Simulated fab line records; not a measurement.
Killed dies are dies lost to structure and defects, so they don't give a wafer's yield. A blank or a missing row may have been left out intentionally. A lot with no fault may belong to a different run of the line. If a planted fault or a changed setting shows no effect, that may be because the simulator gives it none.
Chamber matching || flow n5-finfet || rie-diel-01 running N5_BEOL_M5_ETCH_62: 4 sister chambers
The step etches SOC in N2/H2, target depth 75 nm, overetch 15 nm, time 112.5 s. 4 wafers are shown with their chamber, then 7 later ones without.

## WAFERS WITH THEIR CHAMBER
{"wafer": "L421.1", "chamber": 3, "showerhead-plenum-p-Torr (Torr)": 2.61}
{"wafer": "L421.2", "chamber": 2, "showerhead-plenum-p-Torr (Torr)": 2.55}
{"wafer": "L422.1", "chamber": 1, "showerhead-plenum-p-Torr (Torr)": 2.47}
{"wafer": "L422.2", "chamber": 0, "showerhead-plenum-p-Torr (Torr)": 2.68}

## WAFERS MISSING THEIR CHAMBER
{"wafer": "L422.3", "showerhead-plenum-p-Torr (Torr)": 2.54}
{"wafer": "L424.1", "showerhead-plenum-p-Torr (Torr)": 2.54}
{"wafer": "L424.5", "showerhead-plenum-p-Torr (Torr)": 2.54}
{"wafer": "L424.6", "showerhead-plenum-p-Torr (Torr)": 2.47}
{"wafer": "L427.1", "showerhead-plenum-p-Torr (Torr)": 2.61}
{"wafer": "L427.3", "showerhead-plenum-p-Torr (Torr)": 2.54}
{"wafer": "L427.4", "showerhead-plenum-p-Torr (Torr)": 2.47}

## CHAMBER TAKEN BY EACH
{"wafer": "L422.3", "from the rows above": 2, "in truth": 2}
{"wafer": "L424.1", "from the rows above": 2, "in truth": 2}
{"wafer": "L424.5", "from the rows above": 2, "in truth": 2}
{"wafer": "L424.6", "from the rows above": 1, "in truth": 1}
{"wafer": "L427.1", "from the rows above": 3, "in truth": 3}
{"wafer": "L427.3", "from the rows above": 2, "in truth": 2}
{"wafer": "L427.4", "from the rows above": 1, "in truth": 1}
7 of 7 placed correctly. From these rows, 0 cannot be placed. Number placed wrongly: 0.
How it was worked out, from the rows above alone: a wafer's distance from a chamber is the root of the sum, over the readings, of the square of ((its reading less the chamber's mean) divided by the reading's scatter). The wafer belongs to the nearest chamber; if the next one is less than 2 further off, it can't be placed. A chamber's mean is the mean of its shown wafers. The scatter: root of mean squared gap, hidden wafer to nearest shown wafer, with one shown wafer a chamber.
